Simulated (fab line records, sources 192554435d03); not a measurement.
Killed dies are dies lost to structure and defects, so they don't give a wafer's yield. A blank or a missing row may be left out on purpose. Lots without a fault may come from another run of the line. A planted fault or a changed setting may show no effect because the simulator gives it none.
Chamber matching | flow n5_finfet | N5_HKMG_FIN_ETCH_32 on rie_diel-01: 4 sister chambers
The step etches SOC in N2/H2, target depth 240 nm, time 300 s. 8 wafers are shown with their chamber, then 9 later ones without.

WAFERS WITH THEIR CHAMBER
wafer  | chamber | drypump_motor_current_A (A) | showerhead_plenum_p_Torr (Torr)
L085.2 | 1       | 5.3                         | 2.51
L087.5 | 3       | 4.9                         | 2.70
L090.2 | 2       | 6.4                         | 2.71
L090.3 | 3       | 4.9                         | 2.70
L090.4 | 0       | 4.9                         | 2.50
L093.1 | 1       | 5.3                         | 2.50
L093.4 | 0       | 5.0                         | 2.50
L093.5 | 2       | 6.4                         | 2.71

WAFERS WITHOUT THEIR CHAMBER
wafer  | drypump_motor_current_A (A) | showerhead_plenum_p_Torr (Torr)
L094.1 | 4.9                         | 2.70
L094.5 | 6.4                         | 2.71
L094.6 | 4.9                         | 2.50
L096.1 | 6.4                         | 2.70
L096.3 | 4.9                         | 2.50
L096.5 | 4.9                         | 2.50
L097.1 | 5.3                         | 2.50
L097.2 | 4.9                         | 2.69
L097.3 | 6.4                         | 2.70

WHICH CHAMBER EACH WENT THROUGH
wafer  | from the rows above | in truth
L094.1 | 3                   | 3
L094.5 | 2                   | 2
L094.6 | 0                   | 0
L096.1 | 2                   | 2
L096.3 | 0                   | 0
L096.5 | 0                   | 0
L097.1 | 1                   | 1
L097.2 | 3                   | 3
L097.3 | 2                   | 2
Placed correctly: 9 of 9. Can't be placed from these rows: 0. Placed wrongly: 0.
How it was worked out, from the rows above alone: a wafer's distance from a chamber is the root of the sum, over the readings, of the square of ((its reading less the chamber's mean) divided by the reading's scatter). The wafer belongs to the nearest chamber; if the next one is less than 2 further off, it can't be placed. A chamber's mean is the mean of its shown wafers. The scatter: the root of (the sum of the squares of (reading less its chamber's mean) over the shown wafers, divided by (wafers less chambers)).
